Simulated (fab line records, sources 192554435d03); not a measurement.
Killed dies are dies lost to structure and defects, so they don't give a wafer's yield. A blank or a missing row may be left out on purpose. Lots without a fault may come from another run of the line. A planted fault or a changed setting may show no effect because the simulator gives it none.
One fault seen from 2 desks | flow n5_finfet | each desk has only its own numbers; what lay behind them comes last

THE METROLOGY DESK
What the gauges read, lot by lot, whatever tool the lot ran on: means of the sampled wafers that have a number. A lot is out of limits, marked OUT, if its mean lies more than 4 standard deviations from the usual mean; the brackets give that distance. Of its 13 readings 7 are shown: the one that was out of limits first, and those that lie furthest out on some lot.
Columns: A = DIBL_P at N5_BEOL_M4_RC_MEAS_101, usual 36.3 mV/V; B = IOFF_P at N5_BEOL_M4_RC_MEAS_101, usual 0.22 nA/um; C = IOFF_P_85C at N5_BEOL_M4_RC_MEAS_101, usual 3.7 nA/um; D = IOFF_P_LIN at N5_BEOL_M4_RC_MEAS_101, usual 0.103 nA/um; E = ION_P at N5_BEOL_M4_RC_MEAS_101, usual 465 uA/um; F = SS_P at N5_BEOL_M4_RC_MEAS_101, usual 73.3 mV/dec; G = VT_N at N5_BEOL_M4_RC_MEAS_101, usual 249.8 mV
lot  | first seen here | A               | B               | C              | D     | E   | F               | G
L149 | day 8 02:21     | 37.4            | 0.21            | 3.6            | 0.099 | 463 | 72.8            | 249.3
L150 | day 9 11:22     | 37.8            | 0.24            | 4.1            | 0.112 | 470 | 73.9            | 248.7
L153 | day 9 17:05     | 40.0            | 0.43 (+6.4) OUT | 6.7 (+6.3) OUT | 0.138 | 482 | 75.4            | 248.8
L154 | day 10 15:49    | 42.5 (+4.4) OUT | 0.57 (+11) OUT  | 8.1 (+9.4) OUT | 0.127 | 480 | 78.0 (+8.7) OUT | 249.9
L156 | day 10 18:29    | 42.4 (+4.3) OUT | 0.64 (+13) OUT  | 9.1 (+11) OUT  | 0.131 | 476 | 78.4 (+9.4) OUT | 246.8
L161 | day 12 05:26    | 36.8            | 0.24            | 4.1            | 0.114 | 471 | 73.4            | 248.5
L166 | day 13 11:38    | 34.4            | 0.23            | 3.9            | 0.110 | 470 | 73.5            | 251.6
L167 | day 13 11:45    | 34.2            | 0.16            | 3.0            | 0.080 | 445 | 73.9            | 256.0
L168 | day 13 12:34    | 35.8            | 0.18            | 3.3            | 0.092 | 459 | 73.0            | 254.5
L172 | day 14 19:49    | 38.3            | 0.28            | 4.6            | 0.128 | 473 | 73.6            | 249.3
This desk's finding: out of limits on L153, L154, L156; first on L153, day 9 17:05 (IOFF_P at N5_BEOL_M4_RC_MEAS_101). In limits: L149, L150, L161, L166, L167, L168, L172.

THE TOOL OWNER'S DESK: rie_si-06
The tool's own readings at N5_SD_EPI_P_SD_RECESS_17 (chemistry HBr/Cl2/O2, target depth 39.1 nm, bt time 3 s): means of the sampled wafers that have a number, for each lot that ran on this tool. A lot is out of limits, marked OUT, if its mean lies more than 4 standard deviations from the usual mean; the brackets give that distance.
Columns: A = drypump_motor_current_A at N5_SD_EPI_P_SD_RECESS_17, usual 5.7 A; B = oes_o_777_au at N5_SD_EPI_P_SD_RECESS_17, usual 0.994 a.u.; C = oes_product_au at N5_SD_EPI_P_SD_RECESS_17, usual 0.990 a.u.; D = throttle_valve_pct at N5_SD_EPI_P_SD_RECESS_17, usual 37.02 %
lot  | first seen here | A   | B     | C     | D
L150 | day 3 14:51     | 5.5 | 0.989 | 0.978 | 36.93
L153 | day 4 07:58     | 5.8 | 1.000 | 0.988 | 37.05
L154 | day 4 18:23     | 5.3 | 0.998 | 0.990 | 37.29
L156 | day 5 03:47     | 5.3 | 0.992 | 0.991 | 37.29
L166 | day 7 14:43     | 5.5 | 0.986 | 0.982 | 36.92
L167 | day 7 19:00     | 5.7 | 1.000 | 0.989 | 36.93
L168 | day 8 03:28     | 5.7 | 0.999 | 0.999 | 37.13
L172 | day 9 03:23     | 5.5 | 0.989 | 0.988 | 36.88
This desk's finding: nothing out of limits on any of the 8 lots.

PUT TOGETHER
The metrology desk could have raised an alarm at day 9 17:05, on L153, L154, L156.
The tool owner's desk saw nothing out of limits.
The tool owner's desk has L153, L154, L156 on record, within its limits.
Of the lots named, all ran N5_SD_EPI_P_SD_RECESS_17 on rie_si-06.

WHAT THE SIMULATOR HAD PUT IN
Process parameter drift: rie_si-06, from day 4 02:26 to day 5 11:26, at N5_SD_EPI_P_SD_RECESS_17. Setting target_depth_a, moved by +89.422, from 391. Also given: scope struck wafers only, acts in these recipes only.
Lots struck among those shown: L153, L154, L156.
Hours from the fault's start to each desk's first reading out of limits: the metrology desk, 135.
